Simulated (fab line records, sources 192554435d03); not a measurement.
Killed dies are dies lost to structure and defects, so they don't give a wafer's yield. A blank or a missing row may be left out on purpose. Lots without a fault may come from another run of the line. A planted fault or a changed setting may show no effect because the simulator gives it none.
Chamber matching | flow n5_finfet | N5_BEOL_M10_ETCH_61 on rie_diel-05: 4 sister chambers
The step etches SiARC in CF4, target depth 39 nm, time 65 s. 8 wafers are shown with their chamber, then 7 later ones without.

WAFERS WITH THEIR CHAMBER
wafer  | chamber | showerhead_plenum_p_Torr (Torr) | throttle_valve_pct (%)
L077.3 | 2       | 2.21                            | 15.63
L077.6 | 1       | 2.05                            | 15.81
L082.4 | 3       | 2.26                            | 15.45
L083.1 | 0       | 2.16                            | 15.31
L083.2 | 2       | 2.20                            | 15.64
L083.5 | 3       | 2.26                            | 15.47
L087.1 | 1       | 2.04                            | 15.86
L087.2 | 0       | 2.15                            | 15.34

WAFERS WITHOUT THEIR CHAMBER
wafer  | showerhead_plenum_p_Torr (Torr) | throttle_valve_pct (%)
L087.6 | 2.15                            | 15.34
L092.2 | 2.15                            | 15.36
L092.5 | 2.15                            | 15.36
L092.6 | 2.04                            | 15.88
L097.4 | 2.04                            | 15.91
L097.5 | 2.14                            | 15.39
L097.6 | 2.25                            | 15.53

WHICH CHAMBER EACH WENT THROUGH
wafer  | from the rows above | in truth
L087.6 | 0                   | 0
L092.2 | 0                   | 0
L092.5 | 0                   | 0
L092.6 | 1                   | 1
L097.4 | 1                   | 1
L097.5 | 0                   | 0
L097.6 | 3                   | 3
Placed correctly: 7 of 7. Can't be placed from these rows: 0. Placed wrongly: 0.
How it was worked out, from the rows above alone: a wafer's distance from a chamber is the root of the sum, over the readings, of the square of ((its reading less the chamber's mean) divided by the reading's scatter). The wafer belongs to the nearest chamber; if the next one is less than 2 further off, it can't be placed. A chamber's mean is the mean of its shown wafers. The scatter: the root of (the sum of the squares of (reading less its chamber's mean) over the shown wafers, divided by (wafers less chambers)).
